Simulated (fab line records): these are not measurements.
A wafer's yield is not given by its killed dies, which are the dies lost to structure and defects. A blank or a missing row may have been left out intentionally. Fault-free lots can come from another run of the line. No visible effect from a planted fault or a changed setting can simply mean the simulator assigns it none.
Struck lot and sound lot, side by side -- flow nand-harc -- 43 out of 1159 route steps
Sound: these wafers, L545.3, L545.4, L545.6. Wafers L563.3, L563.4, L563.5 were the ones struck. At the end, the cause is stated.
Per side, at each step with rows, come the tool, then ch with its chambers, and then its first start. Under that, the readings that differ: sound wafers -- struck wafers -- difference of the means -- sigmas: that difference in standard deviations of wafers without a fault.
alike: readings whose means differ by less than 2 such deviations, and words and numbers that are the same on both sides. not compared: withheld readings, readings that some wafer has no value for, bounds like >300 that may hide the same value, and numbers for which the record gives no deviation and whose values overlap.
A row with sigmas, a row that says differs or no value, or rows on one side alone: a step with any of these is where the two part. Non-overlapping numbers with no deviation appear without sigmas and do not part them. A reading that every wafer of one side lacks parts them only if that side has two wafers or more.

first, 7 steps without rows for these wafers: NHARC_P_STI_SRD_35; NHARC_P_STI_ETCH_36 (etches SiO2 in dHF, target depth 38.8 nm); NHARC_P_STI_STRIP_24 (strips Si3N4 in H3PO4); NHARC_P_STI_ETCH_37 (etches SiO2 in dHF, target depth 11 nm); NHARC_P_STI_PRECLEAN_38 (cleans in SC1); NHARC_P_STI_SRD_39; NHARC_P_STI_OXIDE_40 (material SiO2, target thk 10 nm, ox time 1362 s).
NHARC_P_STI_INSPECT_25:
  sound on defect-inspect-01 at day 4 03:36; struck on defect-inspect-01 at day 8 19:19
  alike: raw-defect-count
then, 3 steps without rows for these wafers: NHARC_P_GATE_ETCH_69 (etches SiO2 in dHF, target depth 14 nm); NHARC_P_GATE_PRECLEAN_70 (cleans in SC1); NHARC_P_GATE_SRD_01.
NHARC_P_GATE_OXIDE_02: material SiO2, target thk 37.5 nm, ox time 365 s.
  sound on furnace-04 ch 0, day 4 06:39; struck on furnace-01 ch 0, day 8 22:35
then, 8 steps without rows for these wafers: NHARC_P_GATE_DEHYDRATE_03 (time 120 s); NHARC_P_GATE_HMDS_04 (time 30 s); NHARC_P_GATE_COAT_05; NHARC_P_GATE_SOFTBAKE_06 (time 95 s); NHARC_P_GATE_EBR_07; NHARC_P_GATE_EXPOSE_08 (exposes mask P HV); NHARC_P_GATE_PEB_09 (peb time 85 s); NHARC_P_GATE_DEVELOP_10 (time 70 s).
NHARC_P_GATE_CD_MEAS_11: target cd 1640 nm.
  sound on cd-sem-01 ch 0, day 4 11:47; struck on cd-sem-02 ch 0, day 9 03:49
  alike: cd-nm
then, 1 step without rows for these wafers: NHARC_P_GATE_HARDBAKE_12 (time 80 s).
NHARC_P_GATE_DESCUM_13: chemistry O2, time 3 s.
  sound on rie-diel-03 ch 0,1,3, day 4 11:58; struck on rie-diel-09 ch 2,3, day 9 03:58
  alike: drypump-motor-current-A, oes-product-au, rf-vpp-V, showerhead-plenum-p-Torr, throttle-valve-pct
  not compared: rf-hours-counter-h
then, 6 steps without rows for these wafers: NHARC_P_GATE_ETCH_14 (etches SiO2 in dHF, target depth 48.8 nm); NHARC_P_GATE_STRIP_15 (strips in SPM, time 780 s); NHARC_P_GATE_PRECLEAN_71 (cleans in SC1); NHARC_P_GATE_SRD_72; NHARC_P_GATE_OXIDE_16 (material SiO2, target thk 3 nm, ox time 392 s); NHARC_P_GATE_CVD_17 (deposits poly-Si, target thk 150 nm, time 900 s).
NHARC_P_GATE_HM_DEP_102: deposits aC, target thk 120 nm.
  sound on acl-dep-03 ch 0, day 5 01:00; struck on acl-dep-02 ch 0, day 9 16:19
  alike: throttle-valve-pct
NHARC_P_GATE_DEP_103: deposits SiON, target thk 30 nm.
  sound on pecvd-04 ch 0,2, day 5 01:26; struck on pecvd-04 ch 0,2, day 9 16:48
  alike: heater-power-w
then, 8 steps without rows for these wafers: NHARC_P_GATE_DEHYDRATE_18 (time 120 s); NHARC_P_GATE_HMDS_19 (time 30 s); NHARC_P_GATE_COAT_20 (resist thk 90 nm); NHARC_P_GATE_SOFTBAKE_21 (time 55 s); NHARC_P_GATE_EBR_22; NHARC_P_GATE_EXPOSE_23 (exposes mask P GATE, target cd 120 nm); NHARC_P_GATE_PEB_24 (peb time 65 s); NHARC_P_GATE_DEVELOP_25 (develop time 35 s).
NHARC_P_GATE_CD_MEAS_26: target cd 120 nm.
  sound on cd-sem-03 ch 0, day 5 02:08; struck on cd-sem-02 ch 0, day 9 17:36
reading,sound,struck,difference,sigmas
cd-nm (nm),119.5 119.1 119.7,121.2 120.0 120.7,+1.2,+2
NHARC_P_GATE_OVL_MEAS_27:
  sound on overlay-02 at day 5 02:13; struck on overlay-01 at day 9 17:41
  alike: overlay-x-nm, overlay-y-nm
NHARC_P_GATE_INSPECT_28:
  sound on defect-inspect-02 at day 5 02:15; struck on defect-inspect-01 at day 9 17:43
reading,sound,struck,difference,sigmas
raw-defect-count,5 5 15,37 53 33,+33,+11
-- break in the record here, with 15 days between the starts of the struck wafers on either side (left off in module P_GATE, picked up again in module END, where the first step shown is number 1159 on the route) --
NHARC_END_SORT_01:
  only the struck wafers appear in the record here, on prober-01 ch 0 at day 24 13:38; the sound ones have no rows

## WHERE THEY PART
At NHARC_P_GATE_CD_MEAS_26 first; at NHARC_END_SORT_01 last (within this record only).

WHY: the cause the simulator had injected
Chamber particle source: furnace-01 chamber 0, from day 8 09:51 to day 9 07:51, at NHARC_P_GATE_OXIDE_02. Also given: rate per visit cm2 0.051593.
